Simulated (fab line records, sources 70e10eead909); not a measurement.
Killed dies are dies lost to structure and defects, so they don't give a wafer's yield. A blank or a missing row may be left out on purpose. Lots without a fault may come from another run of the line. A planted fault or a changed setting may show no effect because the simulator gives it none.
Chamber matching | flow nand_harc | NHARC_A_CHANNEL_FILL_D2_ETCHBACK_20 on rie_diel-05: 4 sister chambers
The step etches the open film in C4F8/O2/Ar, target depth 27 nm, time 13.5 s. 30 wafers are shown with their chamber, then 12 later ones without.

WAFERS WITH THEIR CHAMBER
wafer  | chamber | rf_vpp_V (V) | oes_product_au (a.u.)
L074.2 | 3       | 981          | 1.019
L074.3 | 0       | 972          | 1.011
L074.4 | 2       | 969          | 1.004
L076.1 | 3       | 977          | 0.999
L076.5 | 3       | 980          | 1.006
L076.6 | 2       | 970          | 0.996
L079.2 | 0       | 972          | 1.001
L079.4 | 1       | 977          | 0.994
L079.5 | 0       | 972          | 1.005
L083.3 | 0       | 973          | 0.996
L083.4 | 2       | 970          | 1.007
L083.5 | 3       | 981          | 1.007
L083.1 | 3       | 980          | 0.996
L083.2 | 1       | 977          | 1.009
L083.6 | 2       | 969          | 0.995
L085.1 | 2       | 970          | 0.998
L085.4 | 1       | 977          | 1.017
L085.5 | 0       | 971          | 0.991
L087.1 | 0       | 973          | 1.000
L087.2 | 2       | 970          | 1.008
L087.3 | 3       | 978          | 1.017
L088.1 | 3       | 980          | 0.997
L088.3 | 0       | 973          | 0.996
L088.4 | 1       | 977          | 1.017
L090.1 | 3       | 980          | 1.017
L090.3 | 0       | 973          | 0.996
L090.4 | 1       | 978          | 1.032
L092.1 | 1       | 977          | 1.012
L092.2 | 3       | 980          | 1.015
L092.4 | 0       | 973          | 0.987

SIGNATURES (means of the wafers above)
reading        | chamber 0 | chamber 1 | chamber 2 | chamber 3 | scatter within a chamber
rf_vpp_V       | 972.44    | 977.17    | 969.67    | 979.67    | 0.886
oes_product_au | 0.99811   | 1.01350   | 1.00133   | 1.00811   | 0.00883
Rule: a wafer's distance from a chamber is the root of the sum, over the readings, of the square of ((its reading less the chamber's mean) divided by the reading's scatter). The wafer belongs to the nearest chamber; if the next one is less than 2 further off, it can't be placed. The scatter: the root of (the sum of the squares of (reading less its chamber's mean) over the shown wafers, divided by (wafers less chambers)).

WAFERS WITHOUT THEIR CHAMBER
wafer  | rf_vpp_V (V) | oes_product_au (a.u.)
L093.1 | 971          | 1.027
L093.3 | 971          | 0.996
L093.5 | 969          | 1.016
L095.1 | 979          | 1.001
L095.3 | 976          | 1.017
L095.4 | 972          | 0.998
L096.1 | 970          | 1.018
L096.2 | 977          | 1.000
L096.3 | 981          | 1.022
L096.4 | 971          | 0.996
L096.5 | 969          | 1.009
L096.6 | 977          | 1.018

WHICH CHAMBER EACH WENT THROUGH
wafer  | from the rows above     | in truth
L093.1 | can't be placed: 2 or 0 | 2
L093.3 | can't be placed: 2 or 0 | 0
L093.5 | 2                       | 2
L095.1 | can't be placed: 3 or 1 | 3
L095.3 | 1                       | 1
L095.4 | 0                       | 0
L096.1 | can't be placed: 2 or 0 | 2
L096.2 | can't be placed: 1 or 3 | 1
L096.3 | 3                       | 3
L096.4 | can't be placed: 2 or 0 | 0
L096.5 | 2                       | 2
L096.6 | 1                       | 1
Placed correctly: 6 of 12. Can't be placed from these rows: 6 (the true chamber is among the candidates in 6). Placed wrongly: 0.
